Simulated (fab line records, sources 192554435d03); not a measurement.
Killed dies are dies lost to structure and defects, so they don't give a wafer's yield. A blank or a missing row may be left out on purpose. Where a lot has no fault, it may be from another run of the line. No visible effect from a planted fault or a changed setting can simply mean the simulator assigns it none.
fab line records + flow n5_finfet
record:
- lots: 4
- wafers: 12
- last_day: 18
route steps=1938 shown BEOL_M0_SAQP@686 BEOL_M4@1111 PASSIVATION@1936
lots with no fault: from the same line, run without faults
start_h: hours from the record's opening day to when the first of the lot's shown wafers began + wait_h: hours since the lot's step before + " as in the row above + L1.1+2: several wafers, shown together as one row + - either no value or no given start + * or withheld: withheld + < > ~ a bound
route shown NAME@n: a module of which the file shows steps, and the number in the route of the first + usual: mean/standard deviation taken from wafers without a fault + same: alike in all rows + chamber/n: place in a boat + sites: readings site by site + _std_site: how widely they spread, as a standard deviation + _edge_site: outer sites' mean less inner sites' + radius_mm: how far each site lies from the wafer's centre + mask NAME#n: copy n + behind: the tool/chamber that last shaped the wafer + hold: the reason the lot was held/the length of the hold in hours/how it ended + device: whichever transistor did not switch (one of n, p or np) + end of line: at the end of the route, the tests of the same wafers + step lacking rows: just its recipe + killed: the dies lost at the first sort to structure and to defects; this is not the yield of the wafer + map: a wafer's dies, marking killed ones x, the rest . and places with no die _
set.NAME: the setting the step ran with; set.NAME@STEP: the setting that earlier step ran with + model.NAME: the simulator's own value behind a step, which no gauge read
certain route steps with their lots: each step a table, each wafer a row
services: from which hour (start_h, from the record's first day; less than 0 if before it) a tool's chamber was out of use, for how many hours, and why
== steps ==
step: N5_BEOL_M0_SAQP_EXPOSE_37
recipe:
- mask_id: M0_CUT1
- na: 0.33
- source_shape: annular
- sigma_inner: 0.35
- sigma_outer: 0.8
- polarization: unpolarized
- target_cd_nm: 30
- dose_mj: 44.75
step: N5_BEOL_M0_SAQP_PEB_38
recipe:
- peb_temp_c: 100
- peb_time_s: 60
- resist: CAR-EUV
step: N5_BEOL_M0_SAQP_DEVELOP_39
recipe:
- develop_time_s: 30
- developer: TMAH
- resist: CAR-EUV
- rinse_liquid: surfactant_rinse
- dry: air_spin
- dev_temp_c: 23
step: N5_BEOL_M0_SAQP_DESCUM_45
recipe:
- chemistry: O2
- time_s: 7
- source_power_w: 50
- bias_power_w: 20
- pressure_mtorr: 20
- rf_frequency_hz: 2.712e+07
- temp_c: 40
- resist: CAR-EUV
- o2_flow_sccm: 225
step: N5_BEOL_M0_SAQP_ETCH_88
recipe:
- chemistry: N2/H2
- target: underlayer
- target_depth_a: 65
- time_s: 5.2
- ion_energy_ev: 200
- mask_material: CAR-EUV
- pressure_mtorr: 30
- source_w: 840
- bias_w: 150
- n2_flow_sccm: 200
- h2_flow_sccm: 200
- ends: cleared
step: N5_BEOL_M0_SAQP_ETCH_73
recipe:
- chemistry: CF4
- target: SiARC
- target_depth_a: 195
- mask_material: CAR-EUV
- time_s: 32.5
- ion_energy_ev: 80
- pressure_mtorr: 40
- source_w: 545
- bias_w: 36
- Ar_flow_sccm: 100
- cf4_flow_sccm: 100
- ends: cleared
step: N5_BEOL_M0_SAQP_CUT_ETCH_46
recipe:
- chemistry: N2/H2
- target: SOC
- target_depth_a: 1350
- overetch_a: 270
- temp_c: 40
- time_s: 202.5
- ion_energy_ev: 200
- mask_material: SiARC
- pressure_mtorr: 30
- source_w: 840
- bias_w: 150
- n2_flow_sccm: 200
- h2_flow_sccm: 200
step: N5_BEOL_M0_SAQP_STRIP_74
recipe:
- chemistry: N2/H2
- temp_c: 40
- n2_flow_sccm: 200
- h2_flow_sccm: 200
- rf_frequency_hz: 6e+07
step: N5_BEOL_M0_SAQP_STRIP_89
recipe:
- chemistry: N2/H2
- temp_c: 40
- n2_flow_sccm: 200
- h2_flow_sccm: 200
- rf_frequency_hz: 6e+07
step: N5_BEOL_M0_SAQP_ALD_48
recipe:
- material: SiO2
- target_thk_a: 200
- temp_c: 100
- ald_precursor_family: BDEAS
- ald_co_reactant: O2-plasma
- pulse_time_s: 1
- co_reactant_pulse_time_s: 1
- purge_time_s: 2
- co_reactant_purge_time_s: 2
- ald_cycles: 139
- pressure_torr: 2
usual:
- ald_cycles: 139/0
- chamber_pressure_Torr: 2.000/0.004
- co_reactant_purge_time_s: 2/0
- heater_power_w: 76/7.3
- precursor_pulse_height_rel: 1.001/0.021
- pulse_time_s: 1/0
- susceptor_temp_C: 99.99/0.15
| lot.wafer | tool       | chamber | start_h | wait_h | ald_cycles | chamber_pressure_Torr | co_reactant_purge_time_s | heater_power_w | precursor_pulse_height_rel | pulse_time_s | since_wet_clean_h | susceptor_temp_C |
|-----------|------------|---------|---------|--------|------------|-----------------------|--------------------------|----------------|----------------------------|--------------|-------------------|------------------|
| L809.1    | ald_sin-02 | 1       | 167.14  | 0.0    | -          | -                     | -                        | -              | -                          | -            | -                 | -                |
| L809.3    | "          | 0       | "       | "      | -          | -                     | -                        | -              | -                          | -            | -                 | -                |
| L809.5    | "          | 1       | "       | "      | -          | -                     | -                        | -              | -                          | -            | -                 | -                |
| L810.2    | ald_sin-02 | 3       | 173.63  | 0.7    | -          | -                     | -                        | -              | -                          | -            | -                 | -                |
| L810.4    | "          | 0       | "       | "      | -          | -                     | -                        | -              | -                          | -            | -                 | -                |
| L810.6    | "          | 3       | "       | "      | -          | -                     | -                        | -              | -                          | -            | -                 | -                |
| L818.1    | ald_sin-02 | 2       | 220.14  | 0.0    | 139        | 2.006                 | 2                        | 73             | 1.003                      | 1            | 317               | 100.14           |
| L818.3    | "          | 0       | "       | "      | 139        | 2.004                 | 2                        | 84             | 1.019                      | 1            | 317               | 99.65            |
| L818.6    | "          | 1       | "       | "      | 139        | 2.005                 | 2                        | 82             | 1.022                      | 1            | -                 | 100.06           |
| L823.2    | ald_sin-03 | 2       | 258.30  | 0.1    | 139        | 1.999                 | 2                        | 68             | 1.005                      | 1            | 67                | 100.05           |
| L823.3    | "          | 0       | "       | "      | 139        | 2.003                 | 2                        | 69             | 1.011                      | 1            | 67                | 99.91            |
| L823.6    | "          | 3       | "       | "      | 139        | 2.000                 | 2                        | 88             | 0.994                      | 1            | -                 | 99.94            |
step: N5_BEOL_M0_SAQP_ETCH_49
recipe:
- chemistry: CF4/O2
- target_depth_a: 370
- target: SiO2
- pressure_mtorr: 40
- source_w: 535
- bias_w: 49
- Ar_flow_sccm: 100
- cf4_flow_sccm: 100
- O2_flow_sccm: 10
- ion_energy_ev: 100
step: N5_BEOL_M4_RC_MEAS_101
usual:
- DIBL_N: 36.5/2
- DIBL_P: 36.5/2.3
- IOFF_N: 0.16/0.036
- IOFF_P: 0.21/0.037
- ION_N: 672/12
- ION_P: 459/7.1
- SS_N: 71.6/0.73
- SS_P: 73.4/0.76
- VT_N: 250/3.3
- VT_P: -250.5/2.9
| lot.wafer | tool      | chamber | start_h | wait_h | DIBL_N[mV/V] | DIBL_P[mV/V] | IOFF_N[nA/um] | IOFF_P[nA/um] | ION_N[uA/um] | ION_P[uA/um] | SS_N[mV/dec] | SS_P[mV/dec] | VT_N[mV] | VT_P[mV] |
|-----------|-----------|---------|---------|--------|--------------|--------------|---------------|---------------|--------------|--------------|--------------|--------------|----------|----------|
| L818.1    | prober-02 | 0       | 274.13  | 0.0    | 34.9         | 33.7         | 0.13          | 0.20          | 664          | 466          | 71.1         | 72.7         | 253      | -248.9   |
| L818.3    | "         | 0       | "       | "      | 37.1         | 35.2         | 0.15          | 0.22          | 654          | 449          | 71.9         | 72.9         | 255      | -250.1   |
| L818.6    | "         | 0       | "       | "      | 36.9         | 36.0         | 0.16          | 0.24          | 681          | 473          | 71.1         | 73.3         | 250      | -245.5   |
| L823.2    | prober-01 | 0       | 332.22  | 0.2    | 41.1         | 42.9         | 0.27          | 0.25          | 704          | 461          | 72.7         | 75.0         | 245      | -252.2   |
| L823.3    | "         | 0       | "       | "      | 35.5         | 37.8         | 0.14          | 0.19          | 664          | 454          | 71.2         | 73.7         | 253      | -253.2   |
| L823.6    | "         | 0       | "       | "      | 36.7         | 38.2         | 0.16          | 0.19          | 677          | 455          | 71.6         | 74.5         | 251      | -254.5   |
step: N5_PASSIVATION_PROBE_49
usual:
- defect_limited_yield: 91.4/1.4
- killed_at_M0_to_M3: 33/11
- killed_at_M4_up: 13/5.3
- killed_at_contacts: 13/6.1
- killed_at_front_end: 40/11
- killed_at_other: 2.9/2.7
- killed_dies: 102/17
- killed_on_rim: 14/4.2
- killed_open: 68/13
- killed_short: 32/7.5
- sort_bin_4_leakage: 0.00/0.022
- sort_bin_5_function: 5.1/0.98
- sort_bin_6_memory: 3.2/0.69
- sort_n_pass: 1077/21
- sort_yield_pct: 91.3/1.7
same:
- gross_dies: 1180
- killed_at_back_side: 0
- sort_bin_8_speed[%]: 0
| lot.wafer | tool      | chamber | start_h | wait_h | defect_limited_yield[%] | killed_at_M0_to_M3 | killed_at_M4_up | killed_at_contacts | killed_at_front_end | killed_at_other | killed_dies | killed_on_rim | killed_open | killed_short | sort_bin_4_leakage[%] | sort_bin_5_function[%] | sort_bin_6_memory[%] | sort_n_pass | sort_yield_pct[%] |
|-----------|-----------|---------|---------|--------|-------------------------|--------------------|-----------------|--------------------|---------------------|-----------------|-------------|---------------|-------------|--------------|-----------------------|------------------------|----------------------|-------------|-------------------|
| L810.2    | prober-01 | -       | 343.61  | 0.1    | 0                       | 1165               | 7               | 4                  | 4                   | 0               | 1180        | 152           | 17          | 4            | 0                     | 74.6                   | 3.3                  | 0           | 0                 |
| L810.4    | prober-01 | -       | 343.71  | 0.2    | 0                       | 1168               | 2               | 4                  | 5                   | 1               | 1180        | 152           | 8           | 7            | 0                     | 74.2                   | 3.5                  | 0           | 0                 |
| L810.6    | prober-01 | -       | 343.81  | 0.3    | 0                       | 1170               | 1               | 4                  | 5                   | 0               | 1180        | 152           | 10          | 4            | 0                     | 74.2                   | 2.8                  | 0           | 0                 |
| L809.1    | prober-01 | -       | 349.32  | 0.0    | 0                       | 1172               | 2               | 1                  | 5                   | 0               | 1180        | 152           | 7           | 6            | 0                     | 74.0                   | 3.3                  | 0           | 0                 |
| L809.3    | prober-01 | -       | 349.42  | 0.1    | 0                       | 1169               | 2               | 3                  | 6                   | 0               | 1180        | 152           | 13          | 6            | 0                     | 73.8                   | 3.5                  | 0           | 0                 |
| L809.5    | prober-01 | -       | 349.52  | 0.2    | 0                       | 1173               | 0               | 0                  | 7                   | 0               | 1180        | 152           | 6           | 3            | 0                     | 73.8                   | 3.1                  | 0           | 0                 |
killed by level:class
L810.2 BEOL_M0_SAQP:lost_pattern=1152 BEOL_M0_SAQP:area_ald=6 MOL_CONTACT_COAG:geometric_particle:open=3 BEOL_M0_SAQP:geometric_particle:open=3 BEOL_M1:geometric_particle:open=2 BEOL_M5:geometric_particle:open=2 BEOL_M6:geometric_particle:open=2 FIN_SAQP:geometric_particle:open=1
L810.4 BEOL_M0_SAQP:lost_pattern=1160 BEOL_M0_SAQP:area_ald=5 FIN_SAQP:geometric_particle:short=4 MOL_CONTACT_COAG:geometric_particle:open=4 BEOL_M6:geometric_particle:open=1 GATE_CUT:geometric_particle:short=1 BEOL_M0:geometric_particle:open=1 BEOL_M2:geometric_particle:open=1
L810.6 BEOL_M0_SAQP:lost_pattern=1163 MOL_CONTACT_COAG:geometric_particle:open=3 BEOL_M0_SAQP:area_ald=3 BEOL_M1:geometric_particle:open=2 FIN_SAQP:geometric_particle:short=1 FIN_CUT:geometric_particle:open=1 DUMMY_GATE:geometric_particle:open=1 SDB:geometric_particle:open=1
L809.1 BEOL_M0_SAQP:lost_pattern=1160 BEOL_M0_SAQP:area_ald=6 BEOL_M0_SAQP:geometric_particle:short=4 STI_FIN_REVEAL:geometric_particle:open=3 FIN_SAQP:geometric_particle:short=1 DUMMY_GATE:geometric_particle:open=1 MOL_CONTACT_COAG:geometric_particle:open=1 BEOL_M0_SAQP:geometric_particle:open=1
L809.3 BEOL_M0_SAQP:lost_pattern=1153 BEOL_M0_SAQP:area_ald=8 FIN_SAQP:geometric_particle:open=2 MOL_CONTACT_COAG:geometric_particle:open=2 BEOL_M0_SAQP:geometric_particle:short=2 BEOL_M0_SAQP:geometric_particle:open=2 BEOL_M4:geometric_particle:open=2 BEOL_M3:geometric_particle:open=2
L809.5 BEOL_M0_SAQP:lost_pattern=1163 BEOL_M0_SAQP:area_ald=8 FIN_SAQP:geometric_particle:short=2 FIN_SAQP:geometric_particle:open=2 STI_FIN_REVEAL:geometric_particle:open=1 DUMMY_GATE:geometric_particle:open=1 BEOL_M2:geometric_particle:open=1 BEOL_M0:geometric_particle:open=1
map L809.1 (x killed, . not)
_________________xxxxxxxxxxxx________________
______________xxxxxxxxxxxxxxxxxx_____________
___________xxxxxxxxxxxxxxxxxxxxxxxx__________
__________xxxxxxxxxxxxxxxxxxxxxxxxxx_________
________xxxxxxxxxxxxxxxxxxxxxxxxxxxxxx_______
_______xxxxxxxxxxxxxxxxxxxxxxxxxxxxxxxx______
______xxxxxxxxxxxxxxxxxxxxxxxxxxxxxxxxxx_____
_____xxxxxxxxxxxxxxxxxxxxxxxxxxxxxxxxxxxx____
____xxxxxxxxxxxxxxxxxxxxxxxxxxxxxxxxxxxxxx___
___xxxxxxxxxxxxxxxxxxxxxxxxxxxxxxxxxxxxxxxx__
___xxxxxxxxxxxxxxxxxxxxxxxxxxxxxxxxxxxxxxxx__
__xxxxxxxxxxxxxxxxxxxxxxxxxxxxxxxxxxxxxxxxxx_
__xxxxxxxxxxxxxxxxxxxxxxxxxxxxxxxxxxxxxxxxxx_
_xxxxxxxxxxxxxxxxxxxxxxxxxxxxxxxxxxxxxxxxxxxx
_xxxxxxxxxxxxxxxxxxxxxxxxxxxxxxxxxxxxxxxxxxxx
_xxxxxxxxxxxxxxxxxxxxxxxxxxxxxxxxxxxxxxxxxxxx
_xxxxxxxxxxxxxxxxxxxxxxxxxxxxxxxxxxxxxxxxxxxx
_xxxxxxxxxxxxxxxxxxxxxxxxxxxxxxxxxxxxxxxxxxxx
_xxxxxxxxxxxxxxxxxxxxxxxxxxxxxxxxxxxxxxxxxxxx
_xxxxxxxxxxxxxxxxxxxxxxxxxxxxxxxxxxxxxxxxxxxx
_xxxxxxxxxxxxxxxxxxxxxxxxxxxxxxxxxxxxxxxxxxxx
__xxxxxxxxxxxxxxxxxxxxxxxxxxxxxxxxxxxxxxxxxx_
__xxxxxxxxxxxxxxxxxxxxxxxxxxxxxxxxxxxxxxxxxx_
___xxxxxxxxxxxxxxxxxxxxxxxxxxxxxxxxxxxxxxxx__
___xxxxxxxxxxxxxxxxxxxxxxxxxxxxxxxxxxxxxxxx__
____xxxxxxxxxxxxxxxxxxxxxxxxxxxxxxxxxxxxxx___
_____xxxxxxxxxxxxxxxxxxxxxxxxxxxxxxxxxxxx____
______xxxxxxxxxxxxxxxxxxxxxxxxxxxxxxxxxx_____
_______xxxxxxxxxxxxxxxxxxxxxxxxxxxxxxxx______
________xxxxxxxxxxxxxxxxxxxxxxxxxxxxxx_______
__________xxxxxxxxxxxxxxxxxxxxxxxxxx_________
___________xxxxxxxxxxxxxxxxxxxxxxxx__________
______________xxxxxxxxxxxxxxxxxx_____________
_________________xxxxxxxxxxxx________________
map L810.2 (x killed, . not)
_________________xxxxxxxxxxxx________________
______________xxxxxxxxxxxxxxxxxx_____________
___________xxxxxxxxxxxxxxxxxxxxxxxx__________
__________xxxxxxxxxxxxxxxxxxxxxxxxxx_________
________xxxxxxxxxxxxxxxxxxxxxxxxxxxxxx_______
_______xxxxxxxxxxxxxxxxxxxxxxxxxxxxxxxx______
______xxxxxxxxxxxxxxxxxxxxxxxxxxxxxxxxxx_____
_____xxxxxxxxxxxxxxxxxxxxxxxxxxxxxxxxxxxx____
____xxxxxxxxxxxxxxxxxxxxxxxxxxxxxxxxxxxxxx___
___xxxxxxxxxxxxxxxxxxxxxxxxxxxxxxxxxxxxxxxx__
___xxxxxxxxxxxxxxxxxxxxxxxxxxxxxxxxxxxxxxxx__
__xxxxxxxxxxxxxxxxxxxxxxxxxxxxxxxxxxxxxxxxxx_
__xxxxxxxxxxxxxxxxxxxxxxxxxxxxxxxxxxxxxxxxxx_
_xxxxxxxxxxxxxxxxxxxxxxxxxxxxxxxxxxxxxxxxxxxx
_xxxxxxxxxxxxxxxxxxxxxxxxxxxxxxxxxxxxxxxxxxxx
_xxxxxxxxxxxxxxxxxxxxxxxxxxxxxxxxxxxxxxxxxxxx
_xxxxxxxxxxxxxxxxxxxxxxxxxxxxxxxxxxxxxxxxxxxx
_xxxxxxxxxxxxxxxxxxxxxxxxxxxxxxxxxxxxxxxxxxxx
_xxxxxxxxxxxxxxxxxxxxxxxxxxxxxxxxxxxxxxxxxxxx
_xxxxxxxxxxxxxxxxxxxxxxxxxxxxxxxxxxxxxxxxxxxx
_xxxxxxxxxxxxxxxxxxxxxxxxxxxxxxxxxxxxxxxxxxxx
__xxxxxxxxxxxxxxxxxxxxxxxxxxxxxxxxxxxxxxxxxx_
__xxxxxxxxxxxxxxxxxxxxxxxxxxxxxxxxxxxxxxxxxx_
___xxxxxxxxxxxxxxxxxxxxxxxxxxxxxxxxxxxxxxxx__
___xxxxxxxxxxxxxxxxxxxxxxxxxxxxxxxxxxxxxxxx__
____xxxxxxxxxxxxxxxxxxxxxxxxxxxxxxxxxxxxxx___
_____xxxxxxxxxxxxxxxxxxxxxxxxxxxxxxxxxxxx____
______xxxxxxxxxxxxxxxxxxxxxxxxxxxxxxxxxx_____
_______xxxxxxxxxxxxxxxxxxxxxxxxxxxxxxxx______
________xxxxxxxxxxxxxxxxxxxxxxxxxxxxxx_______
__________xxxxxxxxxxxxxxxxxxxxxxxxxx_________
___________xxxxxxxxxxxxxxxxxxxxxxxx__________
______________xxxxxxxxxxxxxxxxxx_____________
_________________xxxxxxxxxxxx________________
== services ==
| tool       | chamber | start_h | hours | kind       |
|------------|---------|---------|-------|------------|
| ald_sin-03 | -       | 177.13  | 14.0  | pm         |
| ald_sin-03 | 0       | 177.13  | 14.0  | vent_cycle |
| ald_sin-03 | 1       | 177.13  | 14.0  | vent_cycle |
| ald_sin-03 | 2       | 177.13  | 14.0  | vent_cycle |
| ald_sin-03 | 3       | 177.13  | 14.0  | vent_cycle |
| ald_sin-03 | 0       | 191.13  | -     | clean      |
| ald_sin-03 | 1       | 191.13  | -     | clean      |
| ald_sin-03 | 2       | 191.13  | -     | clean      |
| ald_sin-03 | 3       | 191.13  | -     | clean      |
| ald_sin-02 | 3       | 197.71  | 27.5  | repair     |
| ald_sin-02 | 0       | 210.11  | 3.2   | repair     |
| ald_sin-03 | 1       | 238.18  | 10.3  | repair     |
| ald_sin-02 | -       | 238.54  | 4.3   | repair     |
== key ==
first_sign:
- step: N5_BEOL_M0_SAQP_ALD_48
- reading: tool_record
- direction: missing
effect:
- step: N5_PASSIVATION_PROBE_49
- reading: killed_at_M0_to_M3
- direction: up
- sigmas: 99+
- usual: 33
- struck: 1170
met_at N5_BEOL_M0_SAQP_ALD_48
struck_wafers L809.1,L809.3,L809.5,L810.2,L810.4,L810.6
later_rows_left_out L809.1,L809.3,L809.5,L810.2,L810.4,L810.6
fault:
- kind: skipped_step_whole
- tool: ald_sin-02
- chamber: -
- onset_h: 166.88
- steps: N5_BEOL_M0_SAQP_ALD_48
- scope: struck_lots_only
later_rows_left_out: the simulator's readings of these wafers behind a module that went badly wrong aren't trusted and aren't shown, but for the sort
